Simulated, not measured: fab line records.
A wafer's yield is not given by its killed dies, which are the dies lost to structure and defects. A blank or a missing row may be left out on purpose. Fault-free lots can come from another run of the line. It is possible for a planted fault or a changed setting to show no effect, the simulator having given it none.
fab line records	flow nand_harc
[record] lots = 6	wafers = 17	last_day = 24
route steps=1159 shown A_BLC@967 END@1159
lots untouched by any fault: they come from a run of this same line in which no faults occurred
start_h: hours from the record's first day to the start of the lot's first wafer shown	wait_h: how many hours have passed since the lot's step before this one	" the same as in the row above	L1.1+2: one row covering several wafers at once	- value missing, or start not given	* or withheld: withheld	< > ~ a bound
route shown NAME@n: names a module that has steps shown in the file, with the first one's number in the route	usual: mean and standard deviation over wafers with no fault	same: alike in all rows	chamber/n: place in a boat	sites: each site's reading	_std_site: the values' standard deviation	_edge_site: inner sites' mean taken away from outer sites' mean	radius_mm: how far each site lies from the wafer's centre	mask NAME#n: copy n	behind: tool/chamber where the wafer was last shaped	hold: cause of the lot's hold/its duration in hours/its outcome	device: the n, p or np transistor that did not switch	end of line: tests run on the same wafers once the route is complete	a step without rows: its recipe alone	killed: dies that structure and defects cost at the first sort, which is not the same as the wafer's yield	map: a wafer's dies, x killed, . not, _ none there
set.NAME: the setting the step ran with; set.NAME@STEP: the setting that earlier step ran with	model.NAME: the simulator's own value behind a step, which no gauge read
certain route steps with their lots: each step a table, each wafer a row
services: when a tool's chamber went out of use (start_h, in hours from the record's first day, below 0 if earlier), for how many hours, and the reason
[[steps]]
[step NHARC_A_BLC_COAT_03]
[recipe] temp_c = 225	time_s = 65
[step NHARC_A_BLC_COAT_04]
[recipe] spin_rpm = 1500	resist_thk_nm = 90
[step NHARC_A_BLC_SOFTBAKE_05]
[recipe] temp_c = 105	time_s = 55
[step NHARC_A_BLC_EBR_06]
[step NHARC_A_BLC_EXPOSE_07]
[recipe] na = 1.35	target_cd_nm = 100	dose_mj = 67.97	mask_id = A_BLC
[step NHARC_A_BLC_PEB_08]
[recipe] peb_temp_c = 100	peb_time_s = 65
[step NHARC_A_BLC_DEVELOP_09]
[recipe] develop_time_s = 35	dev_temp_c = 23
[step NHARC_A_BLC_CD_MEAS_10]
[recipe] target_cd_nm = 100	landing_energy_ev = 500
[usual] cd_nm = 99.9/0.51
lot.wafer	tool	chamber	start_h	wait_h	cd_nm
L815.1	cd_sem-02	0	441.47	-	99.8
L815.5	"	0	"	"	100.0
L815.6	"	0	"	"	99.2
L816.2	cd_sem-01	0	444.70	-	99.2
L816.3	"	0	"	"	99.6
L816.4	"	0	"	"	99.8
L820.1	cd_sem-03	0	472.07	-	99.9
L820.4	"	0	"	"	100.1
L820.6	"	0	"	"	100.2
L824.1	cd_sem-01	0	479.22	-	100.0
L824.6	"	0	"	"	100.8
L830.1	cd_sem-02	0	522.72	-	100.1
L830.2	"	0	"	"	99.8
L830.4	"	0	"	"	100.3
L828.2	cd_sem-02	0	522.88	-	100.8
L828.3	"	0	"	"	100.0
L828.5	"	0	"	"	99.6
[step NHARC_A_BLC_OVL_MEAS_11]
[usual] overlay_x_nm = 0.2/0.91	overlay_y_nm = -0.4/0.72
lot.wafer	tool	chamber	start_h	wait_h	overlay_x_nm	overlay_y_nm
L815.1	overlay-01	-	441.57	-	0.0	-0.1
L815.5	"	-	"	"	-0.1	0.1
L815.6	"	-	"	"	0.1	0.0
L816.2	overlay-01	-	444.79	-	-1.2	-1.2
L816.3	"	-	"	"	-1.6	-1.0
L816.4	"	-	"	"	-1.1	-0.4
L820.1	overlay-02	-	472.16	-	-0.6	-0.9
L820.4	"	-	"	"	-0.3	0.3
L820.6	"	-	"	"	-0.7	-0.4
L824.1	overlay-01	-	479.31	-	-1.3	-0.2
L824.6	"	-	"	"	-1.8	0.5
L830.1	overlay-01	-	522.81	-	0.3	-0.9
L830.2	"	-	"	"	0.1	0.0
L830.4	"	-	"	"	-0.1	-0.8
L828.2	overlay-01	-	522.97	-	0.7	0.5
L828.3	"	-	"	"	0.7	0.4
L828.5	"	-	"	"	0.3	1.1
[step NHARC_A_BLC_INSPECT_12]
[usual] raw_defect_count = 32/17
lot.wafer	tool	chamber	start_h	wait_h	raw_defect_count
L815.1	defect_inspect-02	-	441.60	0.0	27
L815.5	"	-	"	"	23
L815.6	"	-	"	"	23
L816.2	defect_inspect-02	-	444.83	0.0	13
L816.3	"	-	"	"	12
L816.4	"	-	"	"	21
L820.1	defect_inspect-02	-	472.19	0.0	48
L820.4	"	-	"	"	55
L820.6	"	-	"	"	47
L824.1	defect_inspect-02	-	479.34	0.0	67
L824.6	"	-	"	"	37
L830.1	defect_inspect-02	-	522.85	0.0	22
L830.2	"	-	"	"	15
L830.4	"	-	"	"	23
L828.2	defect_inspect-01	-	523.00	0.0	62
L828.3	"	-	"	"	70
L828.5	"	-	"	"	67
[step NHARC_A_BLC_DESCUM_15]
[recipe] time_s = 3	o2_flow_sccm = 200	ar_flow_sccm = 0	bias_power_w = 0	chemistry = O2
[usual] drypump_motor_current_A = 5.6/0.43	oes_product_au = 1.002/0.0099	rf_vpp_V = 57.6/0.88	showerhead_plenum_p_Torr = 1.86/0.091	throttle_valve_pct = 11.311/0.0097
lot.wafer	tool	chamber	start_h	wait_h	drypump_motor_current_A	oes_product_au	rf_hours_counter_h	rf_vpp_V	showerhead_plenum_p_Torr	throttle_valve_pct
L815.1	rie_diel-13	0	441.69	0.1	6.2	1.008	14	59.4	1.96	11.289
L815.6	"	1	"	"	5.1	1.012	-	55.8	1.83	11.332
L815.5	"	0	"	"	6.3	1.007	-	59.3	1.96	11.321
L816.4	rie_diel-02	3	444.89	0.1	5.1	0.995	11	57.3	1.78	11.311
L816.2	"	0	"	"	5.1	1.008	10	57.8	2.05	11.311
L816.3	"	1	"	"	5.9	1.001	11	58.1	1.79	11.311
L820.1	rie_diel-13	3	472.25	0.1	5.2	1.000	1	57.4	1.85	11.320
L820.4	"	1	"	"	5.1	1.003	2	57.9	1.83	11.307
L820.6	"	3	"	"	5.2	0.993	-	57.5	1.85	11.300
L824.1	rie_diel-13	3	479.42	0.1	5.2	0.999	2	56.6	1.85	11.323
L824.6	"	2	"	"	6.0	0.989	-	58.2	1.82	11.310
L830.1	rie_diel-02	0	522.92	0.1	5.1	0.990	1	56.8	2.05	11.316
L830.4	"	1	"	"	6.0	1.015	1	57.7	1.79	11.306
L830.2	"	2	"	"	5.5	1.013	1	56.8	1.78	11.324
L828.2	rie_diel-02	1	523.06	0.1	5.9	1.008	1	58.1	1.79	11.308
L828.3	"	3	"	"	5.1	1.001	1	57.1	1.78	11.309
L828.5	"	1	"	"	6.0	1.013	-	57.3	1.79	11.318
[step NHARC_A_BLC_ETCH_16]
[recipe] target_depth_a = 390	over_etch_frac = 0.3	time_s = 65	ion_energy_ev = 80	cf4_flow_sccm = 150	ar_flow_sccm = 0	rf_w = 300	bias_w = 100	chemistry = CF4
[usual] drypump_motor_current_A = 5.6/0.42	oes_product_au = 1.002/0.0099	rf_vpp_V = 150.8/1.3	run_length_s = 86.2/0.49	showerhead_plenum_p_Torr = 1.73/0.076	throttle_valve_pct = 13.283/0.0089
[same] over_etch_frac = 0.3
lot.wafer	tool	chamber	start_h	wait_h	drypump_motor_current_A	oes_product_au	rf_hours_counter_h	rf_vpp_V	run_length_s	showerhead_plenum_p_Torr	throttle_valve_pct
L815.1	rie_diel-13	2	441.77	0.1	6.0	1.006	16	151.3	86.0	1.69	13.283
L815.5	"	1	"	"	5.1	1.004	-	151.6	85.5	1.70	13.278
L815.6	"	0	"	"	6.3	0.993	-	151.8	86.4	1.81	13.293
L816.2	rie_diel-02	2	444.98	0.1	5.5	0.996	11	150.3	86.2	1.66	13.282
L816.4	"	3	"	"	5.1	0.994	11	149.3	85.5	1.65	13.271
L816.3	"	0	"	"	5.1	1.008	10	153.6	86.0	1.88	13.278
L820.4	rie_diel-13	3	472.34	0.1	5.2	0.988	1	151.1	86.2	1.71	13.274
L820.1	"	1	"	"	5.1	1.005	2	151.2	85.6	1.70	13.289
L820.6	"	3	"	"	5.2	0.995	-	150.9	86.2	1.71	13.289
L824.1	rie_diel-13	0	479.54	0.1	6.3	1.015	3	151.9	86.3	1.81	13.288
L824.6	"	1	"	"	5.1	1.004	-	148.5	85.7	1.69	13.276
L830.2	rie_diel-02	0	523.00	0.1	5.1	1.000	1	152.7	85.6	1.88	13.267
L830.1	"	1	"	"	6.0	1.011	1	148.4	86.8	1.66	13.288
L830.4	"	2	"	"	5.5	1.016	1	149.8	86.0	1.66	13.288
L828.2	rie_diel-02	2	523.39	0.3	5.5	1.016	2	150.7	86.4	1.66	13.286
L828.3	"	3	"	"	5.1	1.010	1	150.1	85.5	1.65	13.281
L828.5	"	0	"	"	5.1	1.002	-	153.4	85.7	1.88	13.286
[step NHARC_A_BLC_ETCH_17]
[recipe] target_depth_a = 3900	over_etch_frac = 0.25	time_s = 609.38	ion_energy_ev = 200	n2_flow_sccm = 150	h2_flow_sccm = 150	ar_flow_sccm = 0	rf_w = 400	bias_w = 150	chemistry = N2/H2
[usual] drypump_motor_current_A = 5.6/0.42	oes_product_au = 1.002/0.0096	rf_vpp_V = 428.9/2.7	run_length_s = 630.5/0.48	showerhead_plenum_p_Torr = 1.98/0.096	throttle_valve_pct = 14.171/0.0091
[same] over_etch_frac = 0.25
lot.wafer	tool	chamber	start_h	wait_h	drypump_motor_current_A	oes_product_au	rf_hours_counter_h	rf_vpp_V	run_length_s	showerhead_plenum_p_Torr	throttle_valve_pct
L815.1	rie_diel-13	2	441.93	-	6.0	1.009	16	426.0	630.5	1.94	14.176
L815.5	"	2	"	"	6.0	1.005	-	427.1	630.6	1.94	14.166
L815.6	"	0	"	"	6.3	1.005	-	431.9	630.8	2.09	14.158
L816.4	rie_diel-02	2	445.07	-	5.5	1.001	12	427.3	630.5	1.90	14.178
L816.3	"	3	"	"	5.1	0.998	11	427.6	629.8	1.89	14.173
L816.2	"	0	"	"	5.1	1.004	10	435.5	630.1	2.19	14.160
L820.4	rie_diel-13	1	472.43	-	5.1	0.996	2	427.5	629.7	1.95	14.183
L820.1	"	0	"	"	6.2	1.003	2	430.7	630.9	2.09	14.182
L820.6	"	2	"	"	6.0	0.980	-	428.2	615.8	1.93	14.174
L824.1	rie_diel-13	1	479.63	-	5.1	1.002	3	428.6	629.7	1.95	14.173
L824.6	"	2	"	"	6.0	0.984	-	426.8	616.5	1.93	14.170
L830.4	rie_diel-02	2	523.12	-	5.5	1.002	1	426.2	630.3	1.90	14.169
L830.1	"	3	"	"	5.1	1.003	1	426.8	629.9	1.89	14.160
L830.2	"	0	"	"	5.1	0.998	1	434.7	630.6	2.18	14.177
L828.2	rie_diel-02	0	523.52	-	5.1	1.010	1	433.8	630.1	2.18	14.154
L828.3	"	2	"	"	5.5	1.012	2	427.0	630.3	1.90	14.171
L828.5	"	3	"	"	5.1	1.004	-	424.9	630.5	1.89	14.185
[step NHARC_A_BLC_ETCH_18]
[recipe] target_depth_a = 9100	c4f8_flow_sccm = 20	o2_flow_sccm = 10	ar_flow_sccm = withheld	rf_w = 600	bias_w = 1500	chemistry = C4F8/O2/Ar
[usual] oes_product_au = 0.955/0.019	rf_vpp_V = 975/6.1
lot.wafer	tool	chamber	start_h	wait_h	oes_product_au	rf_hours_counter_h	rf_vpp_V
L815.1	rie_diel-13	2	-	-	0.964	16	972
L815.5	"	2	"	"	0.972	-	972
L815.6	"	0	"	"	0.931	-	981
L816.2	rie_diel-02	3	-	-	0.954	11	968
L816.4	"	1	"	"	0.961	11	970
L816.3	"	2	"	"	0.973	12	969
L820.1	rie_diel-13	3	-	-	0.964	2	973
L820.4	"	1	"	"	0.979	2	972
L820.6	"	2	"	"	0.972	-	972
L824.1	rie_diel-13	3	-	-	0.944	3	974
L824.6	"	3	"	"	0.943	-	973
L830.2	rie_diel-02	2	-	-	0.986	2	969
L830.1	"	0	"	"	0.947	2	987
L830.4	"	1	"	"	0.985	2	971
L828.3	rie_diel-02	3	-	-	0.963	2	970
L828.2	"	2	"	"	0.945	2	969
L828.5	"	3	"	"	0.959	-	969
[step NHARC_END_SORT_01]
[recipe] temp_c = 25
[usual] killed_at_array = 29/13	killed_at_other = 0.7/1	killed_at_periphery = 3.2/2.3	killed_dies = 33/13	killed_open = 3.3/1.7	killed_short = 2.0/1.5
[same] gross_dies = 677
lot.wafer	tool	chamber	start_h	wait_h	killed_at_array	killed_at_other	killed_at_periphery	killed_dies	killed_open	killed_short
L815.1	prober-02	0	487.15	2.5	20	0	4	24	0	0
L815.5	prober-02	0	490.32	3.7	22	0	0	22	2	0
L815.6	prober-02	0	491.11	4.0	21	0	2	23	2	1
// killed by level:class
L815.1 A_SLIT:chamber_film_flake=9 A_CHANNEL_HOLE_D1:chamber_film_flake=5 A_CONTACT:chamber_film_flake=4 P_STI:chamber_film_flake=2 A_STAIRCASE:chamber_film_flake=2 P_ZERO_WELL:chamber_film_flake=1 P_GATE:chamber_film_flake=1
L815.5 A_SLIT:chamber_film_flake=9 A_CHANNEL_HOLE_D1:chamber_film_flake=5 A_CONTACT:chamber_film_flake=3 A_STAIRCASE:chamber_film_flake=2 A_SGD_CUT:geometric_particle:open=1 A_CONTACT:geometric_particle:open=1 A_CHANNEL_FILL_D1:chamber_film_flake=1
L815.6 A_SLIT:chamber_film_flake=7 A_CONTACT:chamber_film_flake=5 A_CHANNEL_HOLE_D1:chamber_film_flake=4 A_STAIRCASE:chamber_film_flake=2 A_CHANNEL_FILL_D1:geometric_particle:short=1 A_WL_FILL:geometric_particle:open=1 A_M0:geometric_particle:open=1 P_ZERO_WELL:chamber_film_flake=1
[[services]]
tool	chamber	start_h	hours	kind
rie_diel-13	0	422.73	16.6	repair
rie_diel-13	3	424.97	9.9	repair
rie_diel-02	0	434.70	-	clean
rie_diel-02	1	434.70	-	clean
rie_diel-02	2	434.70	-	clean
rie_diel-02	3	434.70	-	clean
rie_diel-13	3	436.00	10.3	repair
rie_diel-13	-	453.00	9.0	pm
rie_diel-02	0	459.20	-	clean
rie_diel-02	1	459.20	-	clean
rie_diel-02	2	459.20	-	clean
rie_diel-02	3	459.20	-	clean
rie_diel-02	0	483.70	-	clean
rie_diel-02	1	483.70	-	clean
rie_diel-02	2	483.70	-	clean
rie_diel-02	3	483.70	-	clean
rie_diel-02	-	504.70	9.0	pm
rie_diel-02	0	504.70	9.0	vent_cycle
rie_diel-02	1	504.70	9.0	vent_cycle
rie_diel-02	2	504.70	9.0	vent_cycle
rie_diel-02	3	504.70	9.0	vent_cycle
rie_diel-02	0	513.70	-	clean
rie_diel-02	1	513.70	-	clean
rie_diel-13	1	523.36	9.7	repair
[[key]]
[first_sign] step = NHARC_A_BLC_ETCH_17	reading = run_length_s	direction = down	sigmas = 30	usual = *	struck = *
effect none on later readings
met_at NHARC_A_BLC_ETCH_17
struck_wafers L820.6,L824.6
tester_left_out L820,L824
onset_between 441.93 472.43
[fault] kind = process_parameter_drift	tool = rie_diel-13	chamber = -	onset_h = 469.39	steps = NHARC_A_BLC_ETCH_17	channel = time_s	offset = *	shape = step	end_h = 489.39	scope = struck_wafers_only	acts_in = *	stated = *
// tester_left_out: of these lots the tester's yield and bins aren't shown, on N5 and GAA mostly nor the transistor test; their killed dies are dies lost to structure and defects alone, not to doping, threshold or leakage, so they don't give the yield
